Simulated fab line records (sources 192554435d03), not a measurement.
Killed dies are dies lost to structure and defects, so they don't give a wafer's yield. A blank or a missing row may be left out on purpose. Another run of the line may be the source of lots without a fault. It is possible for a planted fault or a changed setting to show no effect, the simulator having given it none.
Which of the tools did it? | flow n5_finfet | Sampling: 9 lots, 27 wafers, 3 of 1938 route steps

## WHAT THE GAUGES SHOWED, per wafer
N5_PMOS_HMC_CHANNEL_EPI_CD_MEAS_09: target cd 237.4 nm.
lot  | measured    | on        | cd_nm (nm)
L738 | day 2 05:55 | cd_sem-02 | 239.1 238.8 237.9
L741 | day 2 23:26 | cd_sem-02 | 236.7 237.7 237.2
L743 | day 3 11:19 | cd_sem-01 | 237.6 237.0 237.8
L745 | day 4 00:24 | cd_sem-02 | 237.0 237.7 237.2
L747 | day 4 12:25 | cd_sem-03 | 237.3 236.0 235.9
L749 | day 4 22:50 | cd_sem-03 | 237.5 237.7 237.2
L753 | day 5 23:44 | cd_sem-02 | 225.5 224.7 224.2
L754 | day 6 05:20 | cd_sem-01 | 229.6 229.8 228.4
L758 | day 7 05:10 | cd_sem-01 | 235.8 236.6 235.9

## TOOL THAT RAN EACH LOT (tool first, then ch and the chambers of the sampled wafers, then the start)
lot  | N5_ZERO_LAYER_PECVD_02         | N5_PMOS_HMC_CHANNEL_EPI_EXPOSE_06
L738 | pecvd-02 ch 0,2, day 2 00:17   | arfi_scanner-01 ch 0, day 2 05:48
L741 | pecvd-02 ch 0,1, day 2 18:18   | arfi_scanner-03 ch 0, day 2 23:19
L743 | pecvd-02 ch 0,1,2, day 3 06:17 | arfi_scanner-02 ch 0, day 3 11:11
L745 | pecvd-04 ch 0,1,2, day 3 18:17 | arfi_scanner-02 ch 0, day 4 00:17
L747 | pecvd-04 ch 0,1, day 4 06:17   | arfi_scanner-02 ch 0, day 4 12:17
L749 | pecvd-02 ch 0,2, day 4 18:17   | arfi_scanner-03 ch 0, day 4 22:43
L753 | pecvd-02 ch 1,2, day 5 18:23   | arfi_scanner-02 ch 0, day 5 23:36
L754 | pecvd-04 ch 0,2, day 6 00:17   | arfi_scanner-02 ch 0, day 6 05:13
L758 | pecvd-01 ch 0,1,2, day 7 00:19 | arfi_scanner-01 ch 0, day 7 05:04
- N5_ZERO_LAYER_PECVD_02: deposits SiO2 from SiH4/N2O, target thk 10 nm, time 6 s.
- N5_PMOS_HMC_CHANNEL_EPI_EXPOSE_06: exposes mask PMOS HMC BLK, target cd 240 nm.

## THE ANSWER, worked out from the rows above alone
Rule: the usual values come from the lots themselves. Put in order of their means at a reading, lots are off if they are a third of the lots or fewer, leave a main group of 4 or more, and stand apart from it by a gap of 3 or more times the standard deviation of the main group's means; of several such gaps the widest counts. A main group is skipped when, at the precision printed for the reading in the tables above, its means are all equal. A lot without any number at a reading at which 4 lots or more have one is off too. The other lots that the step has rows for count as sound.
Off: L753, L754, at N5_PMOS_HMC_CHANNEL_EPI_CD_MEAS_09 (cd_nm). The main group has a mean of 237.2 nm with a standard deviation of 0.75.
A tool fits if, at a process step before that reading, it ran every lot that is off, and no sound lot after the first of them. The gauges at N5_PMOS_HMC_CHANNEL_EPI_CD_MEAS_09 are tried like those tools. One candidate fits, namely arfi_scanner-02 at N5_PMOS_HMC_CHANNEL_EPI_EXPOSE_06. Its last sound lot is L747 (day 4 12:17), its first lot that is off L753 (day 5 23:36): a fault that began between those two fits.

## WHAT HAD BEEN PUT IN BY THE SIMULATOR
Process parameter drift: arfi_scanner-02, from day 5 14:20 on, at N5_PMOS_HMC_CHANNEL_EPI_EXPOSE_06. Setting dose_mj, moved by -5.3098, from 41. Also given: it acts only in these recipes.
Shown lots that were struck: L753, L754. The rule given above showed the same thing.
